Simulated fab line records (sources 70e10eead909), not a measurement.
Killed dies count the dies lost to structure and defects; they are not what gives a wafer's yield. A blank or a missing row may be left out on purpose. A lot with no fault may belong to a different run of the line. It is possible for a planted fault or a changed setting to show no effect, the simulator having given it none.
fab line records ; flow nand_harc
[record] lots = 7; wafers = 19; last_day = 33
route steps=1302 shown A_M1@1183 END@1302
lots untouched by any fault: they come from a run of this same line in which no faults occurred
start_h: hours from the record's first day to the start of the lot's first wafer shown ; wait_h: how many hours have passed since the lot's step before this one ; " the same as in the row above ; L1.1+2: a row that stands for several wafers ; - no value present, or no start provided ; * or withheld: withheld ; < > ~ a bound
route shown NAME@n: NAME is a module with steps in the file, n the number in the route of the first one ; usual: average and standard deviation across the fault-free wafers ; same: alike in all rows ; chamber/n: place in a boat ; sites: readings site by site ; _std_site: the standard deviation of these ; _edge_site: outer sites' mean less inner sites' ; radius_mm: how far each site lies from the wafer's centre ; mask NAME#n: copy n ; behind: the most recent tool/chamber to have shaped the wafer ; hold: reason for holding the lot/hours on hold/outcome of the hold ; device: which transistor (n, p or np) failed to switch ; end of line: tests of these same wafers at the route's end ; where a step has no rows: the recipe by itself ; killed: dies that structure and defects cost at the first sort, which is not the same as the wafer's yield ; map: the dies of a wafer, with x for killed, . for not killed, _ for no die there
set.NAME: setting as actually run; set.NAME@STEP: the setting as run at that earlier step ; model.NAME: the simulator's own value behind a step, which no gauge read
lots at some steps of the route; a table a step, a row a wafer
services: the hour from which a tool's chamber was out of use, counted from the record's first day as start_h (under 0 if before that day), plus the number of hours and why
[[steps]]
[step NHARC_A_M1_ETCH_35]
[recipe] target_depth_a = 400; overetch_a = 120; time_s = 43.94; ion_energy_ev = 200; n2_flow_sccm = 150; h2_flow_sccm = 150; ar_flow_sccm = 0; rf_w = 400; bias_w = 150; chemistry = N2/H2
[usual] drypump_motor_current_A = 5.6/0.54; oes_product_au = 0.999/0.017; rf_vpp_V = 430.6/2.6; showerhead_plenum_p_Torr = 2.04/0.092; throttle_valve_pct = 14.170/0.0096
lot.wafer;tool;chamber;start_h;wait_h;drypump_motor_current_A;oes_product_au;rf_hours_counter_h;rf_vpp_V;showerhead_plenum_p_Torr;throttle_valve_pct
L987.4;rie_diel-10;3;591.45;0.1;5.0;0.985;8.3;432.5;2.13;14.173
L987.1;rie_diel-10;0;591.45;0.1;4.9;1.006;8.7;429.7;2.02;14.171
L987.6;rie_diel-10;2;591.45;0.1;6.1;0.999;-;430.9;2.04;14.167
L993.4;rie_diel-01;1;642.10;0.1;5.3;1.011;2.7;433.7;2.19;14.176
L993.3;rie_diel-01;3;642.10;0.1;5.9;1.006;2.2;426.9;1.91;14.156
L993.2;rie_diel-01;0;642.10;0.1;6.2;0.990;2.6;434.3;2.14;14.147
L995.1;rie_diel-01;0;660.83;0.1;6.2;0.981;3.7;431.9;2.14;14.174
L995.2;rie_diel-01;1;660.83;0.1;5.2;1.001;3.7;434.6;2.18;14.179
L995.5;rie_diel-01;0;660.83;0.1;6.2;0.984;-;432.7;2.14;14.164
L997.1;rie_diel-01;2;683.23;0.1;5.9;0.964;5.0;429.6;1.98;14.193
L997.3;rie_diel-01;0;683.23;0.1;6.2;0.993;4.7;434.3;2.14;14.175
L998.1;rie_diel-10;3;684.60;0.1;5.0;1.019;5.6;431.8;2.13;14.170
L998.5;rie_diel-10;1;684.60;0.1;5.7;1.014;-;433.6;2.13;14.171
L100.2;rie_diel-10;1;714.46;0.1;5.7;1.008;6.5;432.7;2.13;14.153
L100.4;rie_diel-10;3;714.46;0.1;5.0;1.017;6.5;432.9;2.13;14.159
L100.6;rie_diel-10;1;714.46;0.1;5.7;1.008;-;432.3;2.13;14.142
L104.1;rie_diel-01;0;747.71;0.1;6.2;0.989;0.9;432.6;2.14;14.184
L104.2;rie_diel-01;1;747.71;0.1;5.3;1.023;0.9;433.7;2.18;14.184
L104.3;rie_diel-01;3;747.71;0.1;5.9;1.011;0.5;426.8;1.91;14.167
[step NHARC_A_M1_ETCH_15]
[recipe] target_depth_a = 1825; time_s = 91.2; c4f8_flow_sccm = withheld; ar_flow_sccm = 400; rf_w = 600; bias_w = 300; chemistry = C4F8/Ar
[usual] oes_product_au = 0.951/0.024; rf_vpp_V = 440.5/2.7
lot.wafer;tool;chamber;start_h;wait_h;oes_product_au;rf_hours_counter_h;rf_vpp_V
L987.4;rie_diel-10;2;-;-;0.937;8.5;440.9
L987.1;rie_diel-10;0;-;-;0.944;8.7;440.5
L987.6;rie_diel-10;2;-;-;0.936;-;438.7
L993.3;rie_diel-01;3;-;-;0.957;2.2;436.3
L993.2;rie_diel-01;1;-;-;0.954;2.8;443.9
L993.4;rie_diel-01;2;-;-;0.931;2.7;438.2
L995.1;rie_diel-01;2;-;-;0.961;4.2;438.9
L995.2;rie_diel-01;3;-;-;0.991;3.8;437.2
L995.5;rie_diel-01;0;-;-;0.953;-;444.4
L997.3;rie_diel-01;2;-;-;0.893;5.1;439.2
L997.1;rie_diel-01;1;-;-;0.943;4.6;444.1
L998.1;rie_diel-10;3;-;-;0.962;5.6;444.5
L998.5;rie_diel-10;1;-;-;0.986;-;443.8
L100.2;rie_diel-10;1;-;-;0.989;6.5;441.7
L100.4;rie_diel-10;0;-;-;0.973;6.0;441.2
L100.6;rie_diel-10;1;-;-;0.984;-;444.1
L104.1;rie_diel-01;2;-;-;0.954;0.5;439.4
L104.2;rie_diel-01;3;-;-;0.988;0.5;437.8
L104.3;rie_diel-01;1;-;-;0.986;1.0;445.1
[step NHARC_A_M1_CD_MEAS_16]
[usual] cd_nm = 120.2/1
lot.wafer;tool;chamber;start_h;wait_h;cd_nm
L987.1;cd_sem-03;-;591.67;-;121.6
L987.4;cd_sem-03;-;591.67;-;121.4
L987.6;cd_sem-03;-;591.67;-;120.4
L993.2;cd_sem-02;-;642.32;-;122.4
L993.3;cd_sem-02;-;642.32;-;120.0
L993.4;cd_sem-02;-;642.32;-;119.2
L995.1;cd_sem-01;-;661.04;-;120.9
L995.2;cd_sem-01;-;661.04;-;119.1
L995.5;cd_sem-01;-;661.04;-;121.1
L997.1;cd_sem-01;-;683.44;-;119.9
L997.3;cd_sem-01;-;683.44;-;120.0
L998.1;cd_sem-02;-;684.80;-;122.4
L998.5;cd_sem-02;-;684.80;-;119.7
L100.2;cd_sem-01;-;714.68;-;119.2
L100.4;cd_sem-01;-;714.68;-;122.3
L100.6;cd_sem-01;-;714.68;-;121.1
L104.1;cd_sem-02;-;747.93;-;120.2
L104.2;cd_sem-02;-;747.93;-;121.2
L104.3;cd_sem-02;-;747.93;-;121.1
[step NHARC_A_M1_STRIP_18]
[recipe] power_w = 1000; n2_flow_sccm = 150; h2_flow_sccm = 150; ar_flow_sccm = 0; bias_w = 0; chemistry = N2/H2
[step NHARC_A_M1_ETCH_28]
[recipe] target_depth_a = 300; over_etch_frac = 0.3; time_s = 72.99; ion_energy_ev = 150; cf4_flow_sccm = 50; n2_flow_sccm = 100; ar_flow_sccm = 150; rf_w = 300; bias_w = 100; chemistry = CF4/N2
[step NHARC_A_M1_STRIP_19]
[recipe] time_s = 600; temp_c = 30; chemistry = post_etch_residue_remover
[step NHARC_A_M1_DEGAS_29]
[recipe] temp_c = 250; time_s = 60
[usual] heater_power_w = 340/31
lot.wafer;tool;chamber;start_h;wait_h;heater_power_w
L987.1;pvd_sputter-02;-;592.39;-;338
L987.4;pvd_sputter-02;-;592.39;-;295
L987.6;pvd_sputter-02;-;592.39;-;338
L993.4;pvd_sputter-01;-;643.03;-;355
L993.2;pvd_sputter-01;-;643.03;-;323
L993.3;pvd_sputter-01;-;643.03;-;370
L995.2;pvd_sputter-01;-;661.77;-;387
L995.1;pvd_sputter-01;-;661.77;-;363
L995.5;pvd_sputter-01;-;661.77;-;393
L997.3;pvd_sputter-02;-;684.15;-;370
L997.1;pvd_sputter-02;-;684.15;-;349
L998.1;pvd_sputter-02;-;685.53;-;342
L998.5;pvd_sputter-02;-;685.53;-;308
L100.4;pvd_sputter-01;-;715.41;-;349
L100.2;pvd_sputter-01;-;715.41;-;392
L100.6;pvd_sputter-01;-;715.41;-;355
L104.1;pvd_sputter-01;-;748.72;-;359
L104.2;pvd_sputter-01;-;748.72;-;353
L104.3;pvd_sputter-01;-;748.72;-;390
[step NHARC_A_M1_PRE_CLEAN_30]
[recipe] time_s = 30; temp_c = 280; gas = H2/He
[step NHARC_A_M1_PVD_20]
[recipe] target_thk_a = 50; bias_v = 168.6; power_w = 15000; chamber_pressure_pa = 0.12; time_s = 8.06; substrate_temp_c = 50; material = TaN
[usual] throttle_valve_pct = 30.2/0.94
lot.wafer;tool;chamber;start_h;wait_h;throttle_valve_pct
L987.4;pvd_sputter-02;-;-;-;28.7
L987.1;pvd_sputter-02;-;-;-;29.7
L987.6;pvd_sputter-02;-;-;-;31.1
L993.3;pvd_sputter-01;-;-;-;30.8
L993.4;pvd_sputter-01;-;-;-;31.0
L993.2;pvd_sputter-01;-;-;-;29.2
L995.1;pvd_sputter-01;-;-;-;31.0
L995.2;pvd_sputter-01;-;-;-;29.1
L995.5;pvd_sputter-01;-;-;-;30.4
L997.1;pvd_sputter-02;-;-;-;29.3
L997.3;pvd_sputter-02;-;-;-;30.2
L998.1;pvd_sputter-02;-;-;-;29.0
L998.5;pvd_sputter-02;-;-;-;29.1
L100.2;pvd_sputter-01;-;-;-;30.6
L100.4;pvd_sputter-01;-;-;-;30.4
L100.6;pvd_sputter-01;-;-;-;30.7
L104.2;pvd_sputter-01;-;-;-;30.9
L104.3;pvd_sputter-01;-;-;-;30.9
L104.1;pvd_sputter-01;-;-;-;29.3
[step NHARC_A_M1_PVD_21]
[recipe] target_thk_a = 300; chamber_pressure_pa = 5; power_w = 5000; substrate_temp_c = 30; time_s = 20.49; material = Cu
[step NHARC_A_M1_ECD_22]
[recipe] target_thk_a = 4000; bath_temp_c = 25; material = Cu
[step NHARC_A_M1_ANNEAL_31]
[recipe] temp_c = 225; time_s = 90
[step NHARC_A_M1_CMP_23]
[recipe] t_overpolish_s = 20; target_thk_nm = 154.34
[usual] motor_current_A = 12.3/1.2; time_to_endpoint_s = 29/3.7
[same] t_overpolish_s = 20
lot.wafer;tool;chamber;start_h;wait_h;motor_current_A;time_to_endpoint_s
L987.4;cmp-02;3;593.49;-;13.3;32
L987.1;cmp-02;0;593.49;-;11.0;23
L987.6;cmp-02;0;593.49;-;11.3;24
L993.3;cmp-03;2;644.12;-;10.1;32
L993.2;cmp-03;0;644.12;-;14.1;30
L993.4;cmp-03;1;644.12;-;13.5;29
L995.2;cmp-02;3;662.87;-;13.2;37
L995.1;cmp-02;0;662.87;-;11.2;37
L995.5;cmp-02;3;662.87;-;13.3;34
L997.1;cmp-02;2;685.26;-;10.7;38
L997.3;cmp-02;3;685.26;-;12.8;31
L998.1;cmp-02;3;686.63;-;13.0;37
L998.5;cmp-02;2;686.63;-;10.5;31
L100.4;cmp-04;1;716.49;-;12.1;30
L100.2;cmp-04;0;716.49;-;13.1;33
L100.6;cmp-04;1;716.49;-;12.5;28
L104.1;cmp-02;0;749.83;-;11.2;21
L104.3;cmp-02;1;749.83;-;14.0;28
L104.2;cmp-02;2;749.83;-;10.2;31
[step NHARC_A_M1_SRD_25]
[step NHARC_A_M1_INSPECT_27]
[usual] raw_defect_count = 526/110
lot.wafer;tool;chamber;start_h;wait_h;raw_defect_count
L987.1;defect_inspect-02;-;593.96;0.0;1002
L987.4;defect_inspect-02;-;593.96;0.0;677
L987.6;defect_inspect-02;-;593.96;0.0;832
L993.2;defect_inspect-02;-;644.61;0.1;376
L993.3;defect_inspect-02;-;644.61;0.1;355
L993.4;defect_inspect-02;-;644.61;0.1;324
L995.1;defect_inspect-02;-;663.32;0.0;4911
L995.2;defect_inspect-02;-;663.32;0.0;4802
L995.5;defect_inspect-02;-;663.32;0.0;492
L997.1;defect_inspect-01;-;685.70;0.0;4651
L997.3;defect_inspect-01;-;685.70;0.0;360
L998.1;defect_inspect-02;-;687.09;0.0;5106
L998.5;defect_inspect-02;-;687.09;0.0;770
L100.2;defect_inspect-02;-;716.97;0.0;439
L100.4;defect_inspect-02;-;716.97;0.0;509
L100.6;defect_inspect-02;-;716.97;0.0;446
L104.1;defect_inspect-01;-;750.27;0.0;557
L104.2;defect_inspect-01;-;750.27;0.0;490
L104.3;defect_inspect-01;-;750.27;0.0;489
[step NHARC_A_M1_PRE_CLEAN_32]
[recipe] time_s = 12; temp_c = 370; rf_power_w = 300; gas = NH3
[usual] heater_power_w = 646/69
lot.wafer;tool;chamber;start_h;wait_h;heater_power_w
L987.1;pecvd-04;1;594.03;0.1;592
L987.6;pecvd-04;1;594.03;0.1;595
L987.4;pecvd-04;0;594.03;0.1;575
L993.2;pecvd-01;0;644.68;0.1;757
L993.3;pecvd-01;1;644.68;0.1;749
L993.4;pecvd-01;0;644.68;0.1;745
L995.2;pecvd-04;1;663.40;0.1;606
L995.1;pecvd-04;2;663.40;0.1;670
L995.5;pecvd-04;1;663.40;0.1;614
L997.3;pecvd-04;0;685.77;0.1;610
L997.1;pecvd-04;1;685.77;0.1;598
L998.1;pecvd-03;2;687.15;0.1;489
L998.5;pecvd-03;1;687.15;0.1;670
L100.2;pecvd-04;2;717.03;0.1;644
L100.6;pecvd-04;2;717.03;0.1;643
L100.4;pecvd-04;0;717.03;0.1;654
L104.2;pecvd-01;2;750.34;0.1;624
L104.3;pecvd-01;0;750.34;0.1;644
L104.1;pecvd-01;1;750.34;0.1;723
[step NHARC_END_SORT_01]
[recipe] temp_c = 25
[usual] defect_limited_yield = 91.6/2.8; killed_at_array = 52/19; killed_at_other = 1.0/1.2; killed_at_periphery = 4.1/2.8; killed_dies = 57/19; killed_open = 3.1/1.7; killed_short = 2.5/1.5; sort_bin_2_pct = 3.0/1.2; sort_bin_3_pct = 0.6/0.36; sort_bin_4_pct = 4.9/1.6; sort_n_pass = 620/19; sort_rim_yield_pct = 91/5; sort_yield_pct = 91.6/2.8
[same] gross_dies = 677; sort_bin_5_pct[%] = 0; sort_bin_6_pct[%] = 0; sort_bin_7_pct[%] = 0; sort_bin_8_pct[%] = 0; sort_rim_n_gross = 106.00
lot.wafer;tool;chamber;start_h;wait_h;defect_limited_yield[%];killed_at_array;killed_at_other;killed_at_periphery;killed_dies;killed_open;killed_short;sort_bin_2_pct[%];sort_bin_3_pct[%];sort_bin_4_pct[%];sort_n_pass;sort_rim_yield_pct[%];sort_yield_pct[%]
L987.1;prober-02;0;624.35;2.5;90.1;63;2;2;67;5;4;3.4;0.4;6.1;610;98;90.1
L987.4;prober-02;0;626.76;3.4;90.1;66;0;1;67;2;2;2.1;0.9;6.9;610;97;90.1
L987.6;prober-02;0;628.37;4.0;90.8;61;0;1;62;4;2;3.2;0.4;5.5;615;95;90.8
L993.2;prober-01;0;675.64;2.8;96.2;15;1;10;26;2;0;1.3;0.4;2.1;651;96;96.2
L993.3;prober-01;0;676.43;3.1;95.3;17;3;12;32;2;7;1.6;0;3.1;645;93;95.3
L993.4;prober-01;0;677.22;3.4;95.1;23;1;9;33;2;3;1.5;0.6;2.8;644;94;95.1
L995.1;prober-01;0;693.63;2.5;0;674;1;2;677;1;3;1.8;95.0;3.2;0;0;0
L995.2;prober-01;0;694.44;2.8;0;676;0;1;677;1;2;2.5;93.4;4.1;0;0;0
L100.2;prober-01;0;750.10;2.8;87.6;82;0;2;84;2;1;5.0;0.4;6.9;593;94;87.6
L100.4;prober-01;0;751.68;3.4;90.8;58;1;3;62;4;2;2.2;0.6;6.4;615;90;90.8
L100.6;prober-01;0;753.27;4.0;89.8;69;0;0;69;6;4;3.7;1.0;5.5;608;91;89.8
// killed by level:class
L987.1 A_CHANNEL_HOLE_D1:chamber_film_flake=36 A_CHANNEL_HOLE_D2:chamber_film_flake=11 A_CONTACT:chamber_film_flake=5 A_DECK1_JOINT:chamber_film_flake=2 P_GATE:geometric_particle:open=1 A_ONON_D1:geometric_particle:short=1 A_ONON_D1:geometric_particle:open=1 A_CHANNEL_FILL_D1:geometric_particle:short=1
L987.4 A_CHANNEL_HOLE_D1:chamber_film_flake=33 A_CHANNEL_HOLE_D2:chamber_film_flake=17 A_CONTACT:chamber_film_flake=5 A_STAIRCASE:chamber_film_flake=3 A_DECK1_JOINT:chamber_film_flake=2 P_STI:geometric_particle:open=1 A_ONON_D2:geometric_particle:open=1 A_ONON_D2:geometric_particle:short=1
L987.6 A_CHANNEL_HOLE_D1:chamber_film_flake=38 A_CHANNEL_HOLE_D2:chamber_film_flake=6 A_CONTACT:chamber_film_flake=4 A_ZERO_WELL:chamber_film_flake=3 A_CHANNEL_FILL_D2:geometric_particle:open=2 A_DECK1_JOINT:chamber_film_flake=2 A_STAIRCASE:chamber_film_flake=2 A_CHANNEL_HOLE_D1:geometric_particle:open=1
L993.2 A_CHANNEL_HOLE_D1:chamber_film_flake=8 P_GATE:chamber_film_flake=5 P_BONDPAD:chamber_film_flake=4 A_SLIT:chamber_film_flake=2 A_WL_FILL:chamber_film_flake=2 A_CHANNEL_HOLE_D2:geometric_particle:open=1 A_M0:geometric_particle:open=1 P_STI:chamber_film_flake=1
L993.3 P_GATE:chamber_film_flake=8 P_BONDPAD:chamber_film_flake=3 A_CHANNEL_HOLE_D1:chamber_film_flake=2 A_STAIRCASE:chamber_film_flake=2 A_SLIT:chamber_film_flake=2 HYBRID_BOND:chamber_film_flake=2 A_CHANNEL_FILL_D1:geometric_particle:short=1 A_DECK1_JOINT:geometric_particle:short=1
L993.4 A_CHANNEL_HOLE_D1:chamber_film_flake=9 P_GATE:chamber_film_flake=4 P_BONDPAD:chamber_film_flake=3 A_STAIRCASE:chamber_film_flake=3 A_WL_FILL:chamber_film_flake=3 A_CONTACT:chamber_film_flake=3 P_M0:geometric_particle:short=1 P_M1:geometric_particle:open=1
L995.1 A_M1:area_cmp=641 A_CHANNEL_HOLE_D1:chamber_film_flake=14 A_CONTACT:chamber_film_flake=8 A_WL_FILL:chamber_film_flake=4 A_SLIT:chamber_film_flake=3 P_STI:geometric_particle:short=1 A_CHANNEL_FILL_D1:geometric_particle:short=1 A_CHANNEL_HOLE_D2:geometric_particle:short=1
L995.2 A_M1:area_cmp=627 A_CHANNEL_HOLE_D1:chamber_film_flake=33 A_CHANNEL_HOLE_D2:chamber_film_flake=5 A_WL_FILL:chamber_film_flake=4 A_SLIT:chamber_film_flake=2 A_CONTACT:chamber_film_flake=2 P_GATE:geometric_particle:open=1 A_DECK1_JOINT:geometric_particle:short=1
L100.2 A_CHANNEL_HOLE_D1:chamber_film_flake=34 A_CHANNEL_HOLE_D2:chamber_film_flake=24 A_SLIT:chamber_film_flake=9 A_CONTACT:chamber_film_flake=6 A_ZERO_WELL:chamber_film_flake=3 A_CHANNEL_FILL_D2:chamber_film_flake=2 P_M1:geometric_particle:open=1 A_M0:geometric_particle:open=1
L100.4 A_CHANNEL_HOLE_D1:chamber_film_flake=29 A_CHANNEL_HOLE_D2:chamber_film_flake=10 A_CONTACT:chamber_film_flake=6 A_SLIT:chamber_film_flake=5 P_M0:geometric_particle:open=2 A_ZERO_WELL:chamber_film_flake=2 P_M1:geometric_particle:open=1 A_ONON_D1:geometric_particle:short=1
L100.6 A_CHANNEL_HOLE_D1:chamber_film_flake=33 A_CHANNEL_HOLE_D2:chamber_film_flake=8 A_CONTACT:chamber_film_flake=7 A_SLIT:chamber_film_flake=6 A_ZERO_WELL:chamber_film_flake=4 A_M0:geometric_particle:open=3 A_DECK1_JOINT:geometric_particle:short=2 A_DECK1_JOINT:geometric_particle:open=1
// map L995.1 (x killed, . not)
____________x____________
_________xxxxxxx_________
_______xxxxxxxxxxx_______
______xxxxxxxxxxxxx______
_____xxxxxxxxxxxxxxx_____
____xxxxxxxxxxxxxxxxx____
____xxxxxxxxxxxxxxxxx____
___xxxxxxxxxxxxxxxxxxx___
___xxxxxxxxxxxxxxxxxxx___
__xxxxxxxxxxxxxxxxxxxxx__
__xxxxxxxxxxxxxxxxxxxxx__
_xxxxxxxxxxxxxxxxxxxxxxx_
_xxxxxxxxxxxxxxxxxxxxxxx_
_xxxxxxxxxxxxxxxxxxxxxxx_
_xxxxxxxxxxxxxxxxxxxxxxx_
_xxxxxxxxxxxxxxxxxxxxxxx_
xxxxxxxxxxxxxxxxxxxxxxxxx
xxxxxxxxxxxxxxxxxxxxxxxxx
xxxxxxxxxxxxxxxxxxxxxxxxx
xxxxxxxxxxxxxxxxxxxxxxxxx
xxxxxxxxxxxxxxxxxxxxxxxxx
_xxxxxxxxxxxxxxxxxxxxxxx_
_xxxxxxxxxxxxxxxxxxxxxxx_
_xxxxxxxxxxxxxxxxxxxxxxx_
_xxxxxxxxxxxxxxxxxxxxxxx_
_xxxxxxxxxxxxxxxxxxxxxxx_
__xxxxxxxxxxxxxxxxxxxxx__
__xxxxxxxxxxxxxxxxxxxxx__
___xxxxxxxxxxxxxxxxxxx___
___xxxxxxxxxxxxxxxxxxx___
____xxxxxxxxxxxxxxxxx____
____xxxxxxxxxxxxxxxxx____
_____xxxxxxxxxxxxxxx_____
______xxxxxxxxxxxxx______
_______xxxxxxxxxxx_______
_________xxxxxxx_________
____________x____________
// map L987.1 (x killed, . not)
____________.____________
_________......._________
_______..........._______
______.............______
_____..............._____
____.................____
____.................____
___...................___
___...................___
__......x..............__
__.....................__
_.x....x................_
_....x.x................_
_...xx.................._
_....x...x.x.......x...._
_..........x.x.........._
......x..xx.xx...........
..xx.xx.........x...x....
..x...x..x.xxx.x...xx....
x........xxxx.x..........
..........xx..xx.........
_.........x.xxx........._
_......x..xxxxxx........_
_.........xx.xx........._
_...........xx.........._
_.........x............._
__.....................__
__................x....__
___..............x....___
___..............x....___
____.................____
____.......x.........____
_____..............._____
______........x....______
_______.......x..._______
_________......._________
____________.____________
[[services]]
tool;chamber;start_h;hours;kind
pvd_sputter-01;-;588.40;10.0;pm
rie_diel-10;0;592.13;16.9;repair
rie_diel-10;-;596.57;9.0;pm
pvd_sputter-02;-;600.29;7.4;repair
cmp-03;-;601.50;1.8;repair
pvd_sputter-01;-;603.30;0.6;repair
rie_diel-01;-;612.86;0.8;repair
cmp-02;-;624.57;4.0;pm
rie_diel-10;2;630.84;11.7;repair
pvd_sputter-01;-;631.36;3.2;repair
pecvd-04;-;631.37;13.0;pm
pvd_sputter-02;-;644.25;4.9;repair
cmp-02;-;662.04;0.7;repair
cmp-02;-;666.66;1.4;repair
rie_diel-10;0;669.33;9.5;repair
pecvd-01;-;673.40;13.0;pm
rie_diel-01;3;703.73;5.8;repair
rie_diel-01;0;719.27;8.7;repair
cmp-02;-;722.57;4.0;pm
rie_diel-01;-;727.57;0.9;repair
rie_diel-01;-;734.80;9.0;pm
rie_diel-10;1;735.61;7.2;repair
rie_diel-10;0;741.32;7.0;repair
pecvd-04;2;747.37;5.4;repair
[[key]]
[first_sign] step = NHARC_A_M1_CMP_23; reading = time_to_endpoint_s; direction = up; sigmas = 2.1; usual = *; struck = *; wafers_moved = 1
[effect] step = NHARC_A_M1_INSPECT_27; reading = raw_defect_count; direction = up; sigmas = 38; usual = 526; struck = 4868
[effect] step = NHARC_END_SORT_01; reading = sort_bin_3_pct; direction = up; sigmas = 99+; usual = 0.6; struck = 94.2
[more_kills_born_at] NHARC_A_M1_CMP_23@cmp-02 = 1268
met_at NHARC_A_M1_CMP_23
struck_wafers L995.1,L995.2,L997.1,L998.1
later_rows_left_out L995.1,L995.2,L997.1,L998.1
sort_left_out L997.1,L998.1
onset_between 593.49 662.87
[fault] kind = process_parameter_drift; tool = cmp-02; chamber = -; onset_h = 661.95; steps = NHARC_A_M1_CMP_23; channel = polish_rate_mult; offset = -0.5; shape = step; end_h = 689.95; scope = struck_wafers_only
// sort_left_out: the simulated sort isn't trusted on such a fault, so these wafers' sort isn't shown, and their yield isn't known
// later_rows_left_out: the simulator's readings of these wafers behind a module that went badly wrong aren't trusted and aren't shown, but for the sort
